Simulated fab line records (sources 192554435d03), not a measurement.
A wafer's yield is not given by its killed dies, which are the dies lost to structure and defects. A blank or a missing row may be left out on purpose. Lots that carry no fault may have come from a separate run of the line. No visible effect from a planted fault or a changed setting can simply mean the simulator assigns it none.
Which tool did it? + flow n5 finfet + Sampling: 11 lots, 33 wafers, 3 of 1938 route steps

## WHAT EACH GAUGE READ, for each wafer
N5_BEOL_M14_THK_MEAS_01.
| lot  | measured     | on            | M14_ILD_THK (nm) |
|------|--------------|---------------|------------------|
| L873 | day 10 17:43 | film metro-01 | 1118 1131 1136   |
| L876 | day 11 20:53 | film metro-02 | 1106 1142 1170   |
| L877 | day 12 05:17 | film metro-01 | 1139 1114 1111   |
| L879 | day 13 00:19 | film metro-01 | 1662 1631 1649   |
| L881 | day 13 01:08 | film metro-01 | 1634 1683 1652   |
| L887 | day 14 04:31 | film metro-01 | 1132 1113 1105   |
| L890 | day 15 09:24 | film metro-01 | 1130 1149 1174   |
| L892 | day 15 20:26 | film metro-02 | 1114 1113 1128   |
| L891 | day 16 04:50 | film metro-02 | 1132 1117 1117   |
| L893 | day 16 15:48 | film metro-01 | 1122 1108 1138   |
| L896 | day 17 05:26 | film metro-02 | 1123 1143 1130   |

## WHICH TOOL RAN EACH LOT (tool, then ch and the chambers of the sampled wafers, then the start)
| lot  | N5_BEOL_M13_STRIP_37                 | N5_BEOL_M14_ILD_DEP_00          |
|------|--------------------------------------|---------------------------------|
| L873 | plasma asher-02 ch 0,1, day 10 12:06 | pecvd-03 ch 0,2, day 10 17:31   |
| L876 | plasma asher-01 ch 0,1, day 11 11:28 | pecvd-03 ch 1,2, day 11 20:42   |
| L877 | plasma asher-02 ch 0,1, day 12 02:38 | pecvd-04 ch 0,1, day 12 05:06   |
| L879 | plasma asher-02 ch 0,1, day 12 19:55 | pecvd-03 ch 1,2, day 13 00:03   |
| L881 | plasma asher-01 ch 0,1, day 12 20:13 | pecvd-03 ch 1,2, day 13 00:52   |
| L887 | plasma asher-01 ch 0,1, day 14 01:55 | pecvd-04 ch 0,1,2, day 14 04:20 |
| L890 | plasma asher-01 ch 0,1, day 15 06:14 | pecvd-01 ch 0,1,2, day 15 09:13 |
| L892 | plasma asher-02 ch 0, day 15 15:52   | pecvd-04 ch 0,1,2, day 15 20:15 |
| L891 | plasma asher-01 ch 0,1, day 15 22:47 | pecvd-04 ch 0,1, day 16 04:39   |
| L893 | plasma asher-02 ch 0,1, day 16 13:03 | pecvd-01 ch 0,1,2, day 16 15:37 |
| L896 | plasma asher-02 ch 0,1, day 17 00:07 | pecvd-04 ch 0,2, day 17 05:10   |
- N5_BEOL_M13_STRIP_37: strips in N2/H2.
- N5_BEOL_M14_ILD_DEP_00: deposits SiO2 from TEOS/O2, target thk 1119.3 nm, time 237.4 s.

## THE ANSWER, worked out from the rows above alone
Rule: usual is defined by the lots themselves. The widest of any qualifying gaps counts: lots, ordered by their means at a reading, are off when they make up no more than a third of the lots, leave a main group of 4 or more, and stand apart from it by 3 or more times the standard deviation of that group's means. If all means in a main group match to the digits the tables above print for the reading, that group is not used. A lot without any number at a reading at which 4 lots or more have one is off too. Where the step has rows for the other lots, those lots are counted as sound.
Off: L879, L881, seen at N5_BEOL_M14_THK_MEAS_01 (M14_ILD_THK). The main group: mean 1128 nm, standard deviation 11.
If a tool, at a process step before that reading, ran all the lots that are off and no sound lot after the first of them, it fits. Gauges at N5_BEOL_M14_THK_MEAS_01: tried the same way as those tools. One fits: N5_BEOL_M14_ILD_DEP_00 on pecvd-03. A fault onset in the window from L876 (day 11 20:42, its last sound lot) to L879 (day 13 00:03, its first lot off) fits.

## WHAT THE SIMULATOR HAD PUT IN
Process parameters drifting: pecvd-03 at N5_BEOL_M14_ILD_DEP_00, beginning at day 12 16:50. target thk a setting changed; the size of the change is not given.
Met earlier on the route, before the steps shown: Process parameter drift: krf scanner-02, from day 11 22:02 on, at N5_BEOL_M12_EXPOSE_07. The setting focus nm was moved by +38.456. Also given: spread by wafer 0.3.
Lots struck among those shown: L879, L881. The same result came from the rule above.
